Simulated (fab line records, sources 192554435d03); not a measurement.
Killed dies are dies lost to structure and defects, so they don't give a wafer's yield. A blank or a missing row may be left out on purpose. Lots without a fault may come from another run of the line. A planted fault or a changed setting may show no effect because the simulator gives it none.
Chamber matching | flow n5_finfet | N5_BEOL_M1_STRIP_66 on rie_diel-05: 4 sister chambers
The step strips in CF4. 8 wafers are shown with their chamber, then 11 later ones without.

WAFERS WITH THEIR CHAMBER
wafer  | chamber | drypump_motor_current_A (A) | throttle_valve_pct (%)
L084.1 | 2       | 5.5                         | 13.42
L085.5 | 0       | 6.1                         | 13.61
L086.2 | 0       | 6.1                         | 13.60
L086.3 | 1       | 5.8                         | 13.21
L087.2 | 2       | 5.5                         | 13.40
L087.3 | 1       | 5.9                         | 13.22
L087.5 | 3       | 6.0                         | 13.62
L092.1 | 3       | 6.0                         | 13.65

WAFERS WITHOUT THEIR CHAMBER
wafer  | drypump_motor_current_A (A) | throttle_valve_pct (%)
L092.2 | 5.5                         | 13.44
L092.3 | 5.9                         | 13.23
L093.3 | 5.5                         | 13.43
L093.5 | 6.0                         | 13.65
L093.6 | 6.1                         | 13.63
L094.1 | 5.9                         | 13.25
L094.4 | 6.1                         | 13.65
L094.5 | 6.1                         | 13.63
L095.2 | 5.5                         | 13.45
L095.4 | 6.1                         | 13.65
L095.6 | 5.9                         | 13.24

WHICH CHAMBER EACH WENT THROUGH
wafer  | from the rows above     | in truth
L092.2 | 2                       | 2
L092.3 | 1                       | 1
L093.3 | 2                       | 2
L093.5 | 3                       | 3
L093.6 | can't be placed: 0 or 3 | 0
L094.1 | 1                       | 1
L094.4 | can't be placed: 3 or 0 | 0
L094.5 | can't be placed: 0 or 3 | 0
L095.2 | 2                       | 2
L095.4 | can't be placed: 3 or 0 | 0
L095.6 | 1                       | 1
Placed correctly: 7 of 11. Can't be placed from these rows: 4 (the true chamber is among the candidates in 4). Placed wrongly: 0.
How it was worked out, from the rows above alone: a wafer's distance from a chamber is the root of the sum, over the readings, of the square of ((its reading less the chamber's mean) divided by the reading's scatter). The wafer belongs to the nearest chamber; if the next one is less than 2 further off, it can't be placed. A chamber's mean is the mean of its shown wafers. The scatter: the root of (the sum of the squares of (reading less its chamber's mean) over the shown wafers, divided by (wafers less chambers)).
